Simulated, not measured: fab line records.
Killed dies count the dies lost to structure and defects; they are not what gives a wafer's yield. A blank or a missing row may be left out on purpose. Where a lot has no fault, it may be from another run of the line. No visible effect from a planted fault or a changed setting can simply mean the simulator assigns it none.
Comparing a struck lot with a sound one / flow nand harc / 14 out of 1302 route steps
Sound: wafers L630.1, L630.3, L630.6. Wafers struck: L638.3, L638.4, L638.6. The cause comes at the end.
Per side, at each step with rows, come the tool, then ch with its chambers, and then its first start. Under that, the readings that differ: sound wafers / struck wafers / difference of the means / sigmas: that difference in standard deviations of wafers without a fault.
alike: readings with means less than 2 such deviations apart, plus words and numbers identical on both sides. not compared: withheld readings, readings lacking a value on some wafer, bounds such as >300 that could conceal the same value, and numbers that have no deviation in the record and whose values overlap.
Wherever a step has rows on one side only, a row that says differs or no value, or a row with sigmas, the two part there. Numbers that don't overlap but have no deviation are shown without sigmas and don't part them. Lack of a reading on every wafer of one side parts them only where that side has two or more wafers.

first, 1 step without rows for these wafers: NHARC_A_SGD_CUT_ETCH_26 (etches SiO2 in dHF, target depth 45.8 nm).
NHARC_A_SGD_CUT_ETCHBACK_24: etches the open film in CH3F/O2, target depth 50 nm, time 92.857 s.
  sound on rie diel-08 ch 1,2,3, day 22 20:28; struck on rie diel-13 ch 1,2, day 25 11:41
  alike: drypump motor current A, oes product au, rf vpp V, showerhead plenum p Torr, throttle valve pct
  not compared: rf hours counter h
NHARC_A_SGD_CUT_STRIP_28: strips in O2, time 20 s.
  sound: rie diel-08 ch 0,1; struck: rie diel-13 ch 0,2,3
  alike: drypump motor current A, oes product au, rf vpp V, showerhead plenum p Torr, throttle valve pct
  not compared: rf hours counter h
NHARC_A_SGD_CUT_INSPECT_25:
  struck on defect inspect-02, day 25 11:55; sound on defect inspect-02, day 22 20:42
  alike: raw defect count
NHARC_A_SLIT_DEP_25: deposits SiO2, target thk 200 nm.
  sound on pecvd-02 ch 0,1,2, day 22 20:49; struck on pecvd-02 ch 0,1,2, day 25 12:03
  alike: heater power w, throttle valve pct
NHARC_A_SLIT_DEP_00: deposits aC, target thk 6200 nm.
  sound on acl dep-03 ch 0, day 22 22:21; struck on acl dep-03 ch 0, day 25 14:22
  alike: throttle valve pct
NHARC_A_SLIT_DEP_23: deposits SiON, target thk 100 nm.
  sound on pecvd-04 ch 0,1,2, day 23 02:05; struck on pecvd-01 ch 1,2, day 25 16:52
  alike: heater power w
then, 5 steps without rows for these wafers: NHARC_A_SLIT_DEHYDRATE_01 (time 120 s); NHARC_A_SLIT_HMDS_02 (time 30 s); NHARC_A_SLIT_COAT_03 (resist thk 90 nm); NHARC_A_SLIT_SOFTBAKE_04 (time 55 s); NHARC_A_SLIT_EBR_05.
NHARC_A_SLIT_EXPOSE_06: exposes mask SLIT.
  sound on arfi scanner-03 ch 0, day 23 02:30; struck on arfi scanner-01, day 25 17:17
  no value came back on the struck wafers for exposure dose mJ cm2, focus offset nm (nm); on the sound wafers exposure dose mJ cm2 reads 60.84 60.74 60.78
  alike: mask
then, 1 step without rows for these wafers: NHARC_A_SLIT_PEB_07 (peb time 65 s).

== WHERE THEY PART ==
At NHARC_A_SLIT_EXPOSE_06 and nowhere else, as far as this record goes.

WHY: what the simulator had put in
Step skipped in full: arfi scanner-01, at NHARC_A_SLIT_EXPOSE_06, from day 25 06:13 onward. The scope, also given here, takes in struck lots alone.
